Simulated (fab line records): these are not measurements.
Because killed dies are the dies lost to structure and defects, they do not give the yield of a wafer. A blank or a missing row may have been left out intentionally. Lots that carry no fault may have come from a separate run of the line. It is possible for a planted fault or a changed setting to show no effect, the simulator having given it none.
fab line records	flow n5Finfet	part 1 of 2: steps 1 to 4 of 6
record lots=24	wafers=72	lastDay=18
route steps=1938 shown BEOL_M7@1284 BEOL_M8@1336
lots with no fault: from the same line, run without faults
startH: hours from the record's first day to the start of the lot's first wafer shown	waitH: time in hours since the lot's previous step	" same as the row above	L1.1+2: a single row standing in for several wafers	- no value, or no start was given	* or withheld: withheld	< > ~ a bound
route shown NAME@n: names a module that has steps shown in the file, with the first one's number in the route	usual: the fault-free wafers' mean and standard deviation	same: alike in all rows	chamber/n: place in a boat	sites: the reading at each site	_std_site: their standard deviation	_edge_site: inner sites' mean taken away from outer sites' mean	radiusMm: how far each site lies from the wafer's centre	mask NAME#n: copy n	behind: the last tool/chamber to shape the wafer	hold: why the lot went on hold/how many hours it stayed there/how the hold came to an end	device: whichever transistor did not switch (one of n, p or np)	end of line: tests of these same wafers at the route's end	step lacking rows: just its recipe	killed: dies that structure and defects cost at the first sort, which is not the same as the wafer's yield	map: a wafer's dies, x killed, . not, _ none there
set.NAME: the setting the step ran with; set.NAME@STEP: the setting that earlier step ran with	model.NAME: the simulator's own value behind a step, which no gauge read
steps of the route over a sample of lots; a table a step, a row a wafer
services: a tool's chamber out of use, with start hour (startH, from the record's first day; less than 0 if before it), hours out, and reason
## steps
# step N5_BEOL_M7_HM_OPEN_17
# recipe chemistry=Cl2/BCl3	targetDepthA=200	overetchA=60	target=TiN	maskMaterial=SOC	ionEnergyEv=150	pressureMtorr=10	icpW=1000	biasW=126	Cl2_flow_sccm=53.25	bcl3FlowSccm=21.75	Ar_flow_sccm=25
# usual biasW=126.0/0.4	drypumpMotorCurrentA=5.5/0.43	oesProductAu=0.66/0.1	throttleValvePct=22.20/0.2
lot.wafer	tool	chamber	startH	waitH	biasW	drypumpMotorCurrentA	oesProductAu	rfHoursCounterH	throttleValvePct
L074.2	rieMetal-01	1	190.26	0.0	126.4	6.1	0.57	95	22.50
L074.3	"	0	"	"	126.1	5.7	0.51	-	22.32
L074.6	"	0	"	"	126.1	5.6	0.52	-	22.34
L076.1	rieMetal-03	1	190.79	0.0	126.4	5.2	0.82	2	21.98
L076.4	"	1	"	"	126.4	5.1	0.82	-	21.98
L076.6	"	1	"	"	125.8	5.1	0.82	-	21.98
L075.2	rieMetal-02	1	197.36	0.0	126.3	6.1	0.59	84	22.37
L075.5	"	1	"	"	126.8	6.1	0.58	-	22.37
L075.6	"	0	"	"	126.3	5.1	0.68	-	22.02
L077.2	rieMetal-03	1	200.42	0.0	126.8	5.1	0.79	3	22.01
L077.5	"	0	"	"	126.2	5.7	0.51	-	22.46
L077.6	"	1	"	"	126.4	5.1	0.80	-	21.98
L078.1	rieMetal-02	1	200.68	0.0	125.3	6.1	0.58	84	22.37
L078.3	"	1	"	"	125.4	6.1	0.57	-	22.39
L078.5	"	0	"	"	125.6	5.1	0.67	-	22.04
L079.1	rieMetal-01	0	212.10	0.0	125.6	5.6	0.50	126	22.35
L079.2	"	1	"	"	126.4	6.1	0.56	97	22.53
L079.4	"	0	"	"	126.2	5.6	0.50	-	22.35
L080.1	rieMetal-03	0	226.95	0.0	126.0	5.7	0.51	124	22.45
L080.3	"	1	"	"	126.0	5.1	0.79	-	22.00
L080.4	"	0	"	"	126.2	5.7	0.52	-	22.47
L081.1	rieMetal-02	1	230.52	0.0	125.6	6.1	0.58	87	22.39
L081.3	"	0	"	"	126.2	5.1	0.66	-	22.04
L081.5	"	0	"	"	126.6	5.1	0.66	-	22.03
L082.2	rieMetal-02	1	235.47	0.0	126.1	6.0	0.57	87	22.40
L082.4	"	0	"	"	125.8	5.1	0.66	-	22.04
L082.6	"	1	"	"	125.8	6.1	0.57	-	22.39
L083.1	rieMetal-02	1	243.48	0.0	125.7	6.0	0.58	88	22.38
L083.5	"	1	"	"	125.9	6.1	0.58	-	22.38
L083.6	"	0	"	"	126.5	5.1	0.66	-	22.07
L084.3	rieMetal-02	1	253.24	0.1	126.0	6.1	0.56	-	22.40
L084.4	"	0	"	"	125.9	5.1	0.66	-	22.05
L084.5	"	1	"	"	126.1	6.1	0.56	-	22.40
L085.1	rieMetal-01	1	262.92	0.0	126.3	6.1	0.56	100	22.53
L085.4	"	1	"	"	125.7	6.1	0.56	-	22.54
L085.5	"	1	"	"	126.3	6.1	0.56	-	22.55
L086.1	rieMetal-02	0	266.08	0.0	126.2	5.1	0.65	43	22.07
L086.2	"	1	"	"	125.9	6.1	0.56	91	22.39
L086.5	"	1	"	"	125.7	6.1	0.56	-	22.41
L088.2	rieMetal-03	1	270.27	0.1	125.9	5.1	0.76	-	22.03
L088.3	"	1	"	"	126.5	5.1	0.76	-	22.03
L088.5	"	1	"	"	126.3	5.1	0.78	-	22.00
L087.3	rieMetal-02	1	271.16	0.1	126.2	6.1	0.57	-	22.40
L087.4	"	0	"	"	126.0	5.1	0.65	-	22.07
L087.6	"	1	"	"	126.2	6.1	0.56	-	22.39
L089.1	rieMetal-03	1	280.12	0.0	125.7	5.1	0.77	9	22.01
L089.2	"	1	"	"	126.4	5.1	0.76	-	22.01
L089.4	"	1	"	"	126.0	5.1	0.76	-	22.02
L090.3	rieMetal-03	0	295.51	0.1	126.4	5.7	0.84	-	22.00
L090.4	"	1	"	"	126.4	5.1	0.74	-	22.02
L090.6	"	0	"	"	126.2	5.7	0.85	-	22.01
L091.1	rieMetal-02	0	295.74	0.0	126.3	5.1	0.65	45	22.05
L091.3	"	1	"	"	125.5	6.1	0.57	-	22.38
L091.4	"	0	"	"	125.7	5.1	0.65	-	22.07
L092.2	rieMetal-02	1	299.04	0.0	125.6	6.0	0.56	94	22.43
L092.4	"	0	"	"	126.1	5.1	0.63	-	22.06
L092.6	"	0	"	"	125.9	5.1	0.64	-	22.10
L093.2	rieMetal-02	0	314.82	0.0	126.6	5.1	0.63	47	22.09
L093.5	"	1	"	"	124.9	6.0	0.56	-	22.42
L093.6	"	0	"	"	126.1	5.1	0.63	-	22.07
L096.2	rieMetal-03	1	321.32	0.0	125.7	5.1	0.75	13	22.02
L096.3	"	0	"	"	126.5	5.7	0.84	-	22.02
L096.4	"	1	"	"	126.0	5.1	0.74	-	22.02
L095.1	rieMetal-03	1	325.61	0.0	125.5	5.1	0.74	13	22.03
L095.3	"	0	"	"	126.5	5.7	0.82	-	22.01
L095.4	"	1	"	"	125.4	5.1	0.74	-	22.04
L094.1	rieMetal-03	1	325.91	0.0	126.2	5.1	0.74	13	22.03
L094.4	"	0	"	"	126.1	5.7	0.83	-	22.01
L094.6	"	1	"	"	126.0	5.2	0.74	-	22.01
L097.1	rieMetal-03	0	342.22	0.0	126.9	5.7	0.81	3	22.01
L097.2	"	1	"	"	126.2	5.1	0.73	15	22.03
L097.6	"	1	"	"	126.1	5.1	0.73	-	22.04
# step N5_BEOL_M7_ETCH_72
# recipe chemistry=N2/H2	target=underlayer	targetDepthA=65	maskMaterial=CAR-EUV	timeS=5.2	ionEnergyEv=200	pressureMtorr=30	sourceW=840	biasW=150	n2FlowSccm=200	h2FlowSccm=200	ends=cleared
# usual biasW=150.0/0.42	drypumpMotorCurrentA=5.9/0.5	etchRfOnTimeS=5.24/0.13	oesProductAu=0.71/0.077	rfVppV=524.3/2.5	showerheadPlenumPTorr=2.56/0.082	throttleValvePct=17.77/0.26
lot.wafer	tool	chamber	startH	waitH	biasW	drypumpMotorCurrentA	etchRfOnTimeS	oesProductAu	rfHoursCounterH	rfVppV	showerheadPlenumPTorr	throttleValvePct
L076.1	rieDiel-04	2	192.48	0.0	150.0	5.7	5.06	0.60	241	524.1	2.61	17.84
L076.4	"	3	"	"	150.3	5.5	5.29	0.79	-	529.0	2.69	17.24
L076.6	"	2	"	"	150.1	5.7	5.12	0.60	-	523.7	2.61	17.81
L074.2	rieDiel-04	2	193.02	0.0	149.3	5.7	5.08	0.60	242	525.1	2.61	17.80
L074.3	"	1	"	"	150.2	5.4	5.28	0.56	247	527.6	2.62	17.97
L074.6	"	3	"	"	150.2	5.5	5.26	0.79	-	527.6	2.69	17.25
L075.2	rieDiel-02	3	198.94	0.0	149.5	6.5	5.39	0.64	160	524.7	2.54	17.92
L075.5	"	1	"	"	149.8	6.2	5.36	0.79	-	524.3	2.50	17.86
L075.6	"	3	"	"	149.9	6.5	5.40	0.64	-	521.7	2.54	17.92
L077.2	rieDiel-02	2	201.19	0.0	150.3	6.7	5.40	0.68	79	524.6	2.57	18.11
L077.5	"	3	"	"	149.8	6.5	5.42	0.64	-	523.8	2.54	17.93
L077.6	"	2	"	"	150.3	6.7	5.39	0.68	-	524.2	2.57	18.09
L078.1	rieDiel-02	2	201.71	0.0	149.8	6.8	5.40	0.70	79	525.6	2.57	18.11
L078.3	"	1	"	"	149.8	6.2	5.28	0.79	5	523.5	2.50	17.87
L078.5	"	1	"	"	149.9	6.2	5.33	0.80	-	524.2	2.50	17.89
L079.1	rieDiel-05	1	213.92	0.0	149.8	5.6	5.24	0.64	147	523.0	2.44	17.76
L079.2	"	0	"	"	150.3	5.4	5.13	0.59	219	526.3	2.62	18.01
L079.4	"	3	"	"	150.8	6.3	5.30	0.67	108	520.7	2.45	17.86
L080.1	rieDiel-05	2	228.12	0.0	149.9	6.5	5.27	0.74	48	520.8	2.49	17.71
L080.3	"	3	"	"	150.2	6.3	5.30	0.66	113	522.8	2.45	17.84
L080.4	"	1	"	"	150.6	5.6	5.21	0.64	152	521.2	2.44	17.76
L081.1	rieDiel-05	2	234.64	0.0	150.1	6.5	5.29	0.74	50	522.9	2.48	17.69
L081.3	"	3	"	"	149.8	6.4	5.30	0.66	114	518.1	2.45	17.86
L081.5	"	1	"	"	149.4	5.6	5.16	0.64	-	522.0	2.44	17.75
L082.2	rieDiel-04	2	236.94	0.0	150.1	5.7	5.10	0.59	259	526.0	2.60	17.86
L082.4	"	0	"	"	149.9	5.4	5.19	0.82	-	524.3	2.60	17.99
L082.6	"	2	"	"	149.6	5.7	5.12	0.59	-	524.9	2.60	17.86
L083.1	rieDiel-05	2	245.79	0.0	149.6	6.4	5.33	0.74	54	522.6	2.48	17.71
L083.5	"	2	"	"	150.1	6.5	5.26	0.74	-	520.6	2.48	17.73
L083.6	"	1	"	"	150.2	5.6	5.31	0.64	-	520.3	2.44	17.77
L084.3	rieDiel-04	3	257.15	0.0	150.3	5.5	5.34	0.74	37	528.5	2.68	17.30
L084.4	"	0	"	"	150.0	5.4	5.27	0.78	12	525.4	2.59	18.00
L084.5	"	3	"	"	150.6	5.5	5.29	0.76	-	526.1	2.68	17.26
L085.1	rieDiel-05	2	264.43	0.0	150.0	6.5	5.28	0.73	59	522.1	2.48	17.77
L085.4	"	3	"	"	150.9	6.3	5.31	0.65	124	520.6	2.44	17.88
L085.5	"	3	"	"	150.2	6.3	5.35	0.66	-	523.8	2.45	17.88
L086.1	rieDiel-02	2	266.87	0.0	150.7	6.7	5.38	0.66	100	524.8	2.56	18.14
L086.2	"	0	"	"	149.8	5.0	4.85	0.83	18	529.0	2.69	17.53
L086.5	"	2	"	"	150.3	6.7	5.40	0.66	-	525.0	2.56	18.15
L087.3	rieDiel-02	3	273.65	0.0	149.7	6.5	5.37	0.64	183	524.4	2.53	17.99
L087.4	"	2	"	"	149.9	6.7	5.38	0.66	102	523.6	2.56	18.14
L087.6	"	2	"	"	150.2	6.8	5.43	0.67	-	524.1	2.56	18.13
L088.2	rieDiel-04	0	274.07	0.0	150.8	5.4	5.18	0.78	18	525.7	2.59	18.02
L088.3	"	1	"	"	149.5	5.4	5.22	0.79	8	527.2	2.61	17.60
L088.5	"	1	"	"	149.5	5.3	5.17	0.80	-	525.7	2.61	17.59
L089.1	rieDiel-05	3	284.05	0.0	150.1	6.3	5.22	0.66	129	521.1	2.44	17.89
L089.2	"	2	"	"	150.2	6.5	5.33	0.71	65	519.3	2.48	17.72
L089.4	"	1	"	"	149.8	5.6	5.16	0.65	168	522.0	2.43	17.79
L091.1	rieDiel-04	0	297.60	0.0	149.8	5.4	5.18	0.76	26	525.7	2.59	18.03
L091.3	"	1	"	"	149.5	5.4	5.12	0.78	15	525.5	2.61	17.61
L091.4	"	3	"	"	150.0	5.5	5.24	0.74	52	526.1	2.68	17.30
L090.3	rieDiel-02	0	298.35	0.0	150.0	5.0	4.91	0.82	26	528.7	2.69	17.57
L090.4	"	2	"	"	151.1	6.7	5.45	0.66	110	524.6	2.56	18.16
L090.6	"	1	"	"	149.9	6.2	5.42	0.72	-	523.3	2.49	17.90
L092.2	rieDiel-04	1	299.81	0.0	149.8	5.4	5.22	0.77	16	526.4	2.61	17.63
L092.4	"	3	"	"	149.0	5.5	5.30	0.73	53	526.8	2.68	17.33
L092.6	"	2	"	"	150.1	5.7	4.97	0.86	-	525.3	2.59	17.38
L093.2	rieDiel-04	2	317.90	0.0	150.2	5.7	4.95	0.84	7	525.8	2.59	17.39
L093.5	"	1	"	"	150.3	5.3	5.16	0.77	-	524.2	2.60	17.62
L093.6	"	2	"	"	150.7	5.7	4.93	0.84	-	524.9	2.59	17.38
L096.2	rieDiel-04	0	324.40	0.0	149.6	5.4	5.29	0.74	33	525.9	2.58	18.03
L096.3	"	3	"	"	150.0	5.5	5.30	0.72	59	526.0	2.67	17.30
L096.4	"	1	"	"	149.9	5.4	5.16	0.76	23	526.1	2.60	17.63
L095.1	rieDiel-05	2	326.33	0.0	150.4	6.5	5.21	0.72	77	521.1	2.47	17.76
L095.3	"	3	"	"	149.5	6.3	5.26	0.65	142	522.8	2.44	17.90
L095.4	"	3	"	"	149.9	6.4	5.25	0.65	-	519.2	2.44	17.93
L094.1	rieDiel-04	2	326.55	0.0	150.1	5.7	4.99	0.83	9	525.1	2.59	17.37
L094.4	"	1	"	"	149.8	5.4	5.22	0.76	24	523.0	2.60	17.63
L094.6	"	3	"	"	149.1	5.5	5.29	0.73	-	527.8	2.67	17.32
L097.1	rieDiel-05	1	343.86	0.0	150.0	5.6	5.24	0.62	187	518.7	2.42	17.80
L097.2	"	2	"	"	149.6	6.5	5.29	0.70	84	522.0	2.47	17.76
L097.6	"	1	"	"	149.5	5.6	5.20	0.62	-	521.1	2.42	17.82
# step N5_BEOL_M7_SURFACE_TREAT_79
# recipe gas=Ar	timeS=*	ionEnergyEv=*	ionCurrentMaCm2=0.5	pressureMtorr=*	arFlowSccm=30
# usual throttleValvePct=*
lot.wafer	tool	chamber	startH	waitH	throttleValvePct
L076.1	pvdSputter-02	-	194.02	0.2	*
L076.4	"	-	"	"	*
L076.6	"	-	"	"	*
L074.2	pvdSputter-02	-	194.42	0.2	*
L074.3	"	-	"	"	*
L074.6	"	-	"	"	*
L075.2	pvdSputter-01	-	200.86	0.4	*
L075.5	"	-	"	"	*
L075.6	"	-	"	"	*
L077.2	pvdSputter-02	-	202.92	0.3	*
L077.5	"	-	"	"	*
L077.6	"	-	"	"	*
L078.1	pvdSputter-03	-	203.40	0.2	*
L078.3	"	-	"	"	*
L078.5	"	-	"	"	*
L079.1	pvdSputter-03	-	215.55	0.2	*
L079.2	"	-	"	"	*
L079.4	"	-	"	"	*
L080.1	pvdSputter-02	-	229.94	0.2	*
L080.3	"	-	"	"	*
L080.4	"	-	"	"	*
L081.1	pvdSputter-03	-	236.81	0.5	*
L081.3	"	-	"	"	*
L081.5	"	-	"	"	*
L082.2	pvdSputter-02	-	238.51	0.2	*
L082.4	"	-	"	"	*
L082.6	"	-	"	"	*
L083.1	pvdSputter-02	-	248.35	0.2	*
L083.5	"	-	"	"	*
L083.6	"	-	"	"	*
L084.3	pvdSputter-01	-	258.75	0.2	*
L084.4	"	-	"	"	*
L084.5	"	-	"	"	*
L085.1	pvdSputter-03	-	266.60	0.2	*
L085.4	"	-	"	"	*
L085.5	"	-	"	"	*
L086.1	pvdSputter-02	-	269.71	0.2	*
L086.2	"	-	"	"	*
L086.5	"	-	"	"	*
L087.3	pvdSputter-03	-	275.57	0.2	*
L087.4	"	-	"	"	*
L087.6	"	-	"	"	*
L088.2	pvdSputter-03	-	275.77	0.2	*
L088.3	"	-	"	"	*
L088.5	"	-	"	"	*
L089.1	pvdSputter-02	-	286.11	0.4	*
L089.2	"	-	"	"	*
L089.4	"	-	"	"	*
L091.1	pvdSputter-01	-	299.64	0.2	*
L091.3	"	-	"	"	*
L091.4	"	-	"	"	*
L090.3	pvdSputter-02	-	300.33	0.2	*
L090.4	"	-	"	"	*
L090.6	"	-	"	"	*
L092.2	pvdSputter-02	-	303.30	0.2	*
L092.4	"	-	"	"	*
L092.6	"	-	"	"	*
L093.2	pvdSputter-02	-	319.58	0.3	*
L093.5	"	-	"	"	*
L093.6	"	-	"	"	*
L096.2	pvdSputter-03	-	325.75	0.2	*
L096.3	"	-	"	"	*
L096.4	"	-	"	"	*
L095.1	pvdSputter-03	-	327.73	0.2	*
L095.3	"	-	"	"	*
L095.4	"	-	"	"	*
L094.1	pvdSputter-03	-	328.16	0.2	*
L094.4	"	-	"	"	*
L094.6	"	-	"	"	*
L097.1	pvdSputter-01	-	348.77	0.2	*
L097.2	"	-	"	"	*
L097.6	"	-	"	"	*
# step N5_BEOL_M8_HM_DEP_02
# recipe material=TiN	targetThkA=200	tempC=25	chamberPressurePa=0.49996
# usual substrateTempC=25.01/0.11	throttleValvePct=29.7/0.9
lot.wafer	tool	chamber	startH	waitH	substrateTempC	throttleValvePct
L076.1	pvdSputter-02	-	196.49	0.6	24.79	29.4
L076.4	"	-	"	"	24.98	28.8
L076.6	"	-	"	"	24.98	28.9
L074.2	pvdSputter-01	-	196.74	0.1	25.07	31.3
L074.3	"	-	"	"	25.14	29.6
L074.6	"	-	"	"	25.33	31.6
L075.2	pvdSputter-02	-	205.68	1.6	25.09	29.0
L075.5	"	-	"	"	24.82	29.3
L075.6	"	-	"	"	24.92	29.4
L078.1	pvdSputter-03	-	206.34	0.6	24.93	29.7
L078.3	"	-	"	"	24.97	30.4
L078.5	"	-	"	"	24.95	30.5
L077.2	pvdSputter-03	-	207.04	0.7	24.91	30.5
L077.5	"	-	"	"	24.98	30.4
L077.6	"	-	"	"	25.13	29.6
L079.1	pvdSputter-01	-	220.12	1.7	25.09	30.1
L079.2	"	-	"	"	25.00	31.3
L079.4	"	-	"	"	25.00	30.3
L080.1	pvdSputter-02	-	234.65	2.8	25.04	28.7
L080.3	"	-	"	"	24.88	29.3
L080.4	"	-	"	"	24.95	29.1
L081.1	pvdSputter-03	-	241.86	2.3	25.16	28.5
L081.3	"	-	"	"	25.11	31.8
L081.5	"	-	"	"	24.97	30.4
L082.2	pvdSputter-01	-	242.18	1.7	25.07	30.2
L082.4	"	-	"	"	25.16	29.7
L082.6	"	-	"	"	24.97	30.5
L083.1	pvdSputter-03	-	252.18	1.9	25.03	28.5
L083.5	"	-	"	"	24.93	28.6
L083.6	"	-	"	"	24.97	31.7
L084.3	pvdSputter-01	-	261.45	0.1	24.90	30.1
L084.4	"	-	"	"	24.89	31.1
L084.5	"	-	"	"	25.00	30.4
L085.1	pvdSputter-01	-	269.86	0.5	25.12	29.7
L085.4	"	-	"	"	25.08	30.4
L085.5	"	-	"	"	25.14	29.5
L086.1	pvdSputter-02	-	273.72	2.1	25.01	29.5
L086.2	"	-	"	"	24.78	29.3
L086.5	"	-	"	"	25.08	28.8
L087.3	pvdSputter-02	-	279.68	1.3	24.87	29.3
L087.4	"	-	"	"	25.03	29.3
L087.6	"	-	"	"	25.09	29.2
L088.2	pvdSputter-02	-	279.78	1.3	25.08	29.4
L088.3	"	-	"	"	25.16	29.2
L088.5	"	-	"	"	24.92	29.5
L089.1	pvdSputter-02	-	288.83	0.7	24.96	28.5
L089.2	"	-	"	"	24.84	29.2
L089.4	"	-	"	"	25.03	28.8
L091.1	pvdSputter-03	-	303.13	1.5	25.10	31.4
L091.3	"	-	"	"	25.12	28.6
L091.4	"	-	"	"	25.17	30.4
L090.3	pvdSputter-03	-	303.45	0.7	25.07	30.7
L090.4	"	-	"	"	24.99	29.4
L090.6	"	-	"	"	24.97	29.7
L092.2	pvdSputter-02	-	306.94	1.8	25.09	28.6
L092.4	"	-	"	"	25.06	29.2
L092.6	"	-	"	"	25.10	29.1
L093.2	pvdSputter-01	-	325.09	3.1	24.86	29.4
L093.5	"	-	"	"	24.86	29.5
L093.6	"	-	"	"	24.96	30.2
L096.2	pvdSputter-01	-	328.33	0.1	25.08	30.1
L096.3	"	-	"	"	24.97	30.4
L096.4	"	-	"	"	24.80	29.6
L095.1	pvdSputter-02	-	331.72	1.7	24.89	29.1
L095.3	"	-	"	"	25.18	29.1
L095.4	"	-	"	"	24.93	28.5
L094.1	pvdSputter-02	-	331.82	1.3	25.08	29.2
L094.4	"	-	"	"	25.05	28.9
L094.6	"	-	"	"	25.02	29.0
L097.1	pvdSputter-03	-	352.88	1.9	25.10	31.6
L097.2	"	-	"	"	24.95	29.9
L097.6	"	-	"	"	24.82	28.6
